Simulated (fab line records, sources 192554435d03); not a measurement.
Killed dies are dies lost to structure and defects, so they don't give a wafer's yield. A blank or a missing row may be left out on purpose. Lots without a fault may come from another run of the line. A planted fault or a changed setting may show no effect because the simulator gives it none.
Chamber matching | flow n5_finfet | N5_BEOL_M0_SAQP_HM_DEP_111 on pecvd-01: 3 sister chambers
The step deposits SiO2 from SiH4/N2O, target thk 12 nm, time 7.2 s. 16 wafers are shown with their chamber, then 8 later ones without.

WAFERS WITH THEIR CHAMBER
wafer  | chamber | showerhead_plenum_p_Torr (Torr) | heater_power_w (W)
L076.2 | 2       | 8.30                            | 661
L076.3 | 0       | 8.27                            | 755
L076.5 | 2       | 8.31                            | 671
L080.1 | 1       | 8.08                            | 740
L080.3 | 2       | 8.29                            | 651
L080.4 | 0       | 8.30                            | 698
L081.2 | 0       | 8.29                            | 653
L081.4 | 2       | 8.30                            | 703
L081.6 | 0       | 8.32                            | 638
L087.3 | 2       | 8.30                            | 695
L087.4 | 1       | 8.09                            | 721
L087.5 | 1       | 8.07                            | 708
L089.1 | 2       | 8.31                            | 651
L089.2 | 0       | 8.28                            | 756
L089.4 | 1       | 8.06                            | 767
L090.1 | 0       | 8.28                            | 662

SIGNATURES (means of the wafers above)
reading                  | chamber 0 | chamber 1 | chamber 2 | scatter within a chamber
showerhead_plenum_p_Torr | 8.2900    | 8.0750    | 8.3017    | 0.0135
heater_power_w           | 693.67    | 734.00    | 672.00    | 37.1
Rule: a wafer's distance from a chamber is the root of the sum, over the readings, of the square of ((its reading less the chamber's mean) divided by the reading's scatter). The wafer belongs to the nearest chamber; if the next one is less than 2 further off, it can't be placed. The scatter: the root of (the sum of the squares of (reading less its chamber's mean) over the shown wafers, divided by (wafers less chambers)).

WAFERS WITHOUT THEIR CHAMBER
wafer  | showerhead_plenum_p_Torr (Torr) | heater_power_w (W)
L090.4 | 8.28                            | 671
L090.6 | 8.31                            | 655
L093.2 | 8.06                            | 691
L093.4 | 8.28                            | 764
L093.6 | 8.09                            | 703
L094.3 | 8.07                            | 735
L094.4 | 8.09                            | 732
L094.5 | 8.29                            | 652

WHICH CHAMBER EACH WENT THROUGH
wafer  | from the rows above     | in truth
L090.4 | can't be placed: 0 or 2 | 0
L090.6 | can't be placed: 2 or 0 | 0
L093.2 | 1                       | 1
L093.4 | can't be placed: 0 or 2 | 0
L093.6 | 1                       | 1
L094.3 | 1                       | 1
L094.4 | 1                       | 1
L094.5 | can't be placed: 2 or 0 | 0
Placed correctly: 4 of 8. Can't be placed from these rows: 4 (the true chamber is among the candidates in 4). Placed wrongly: 0.
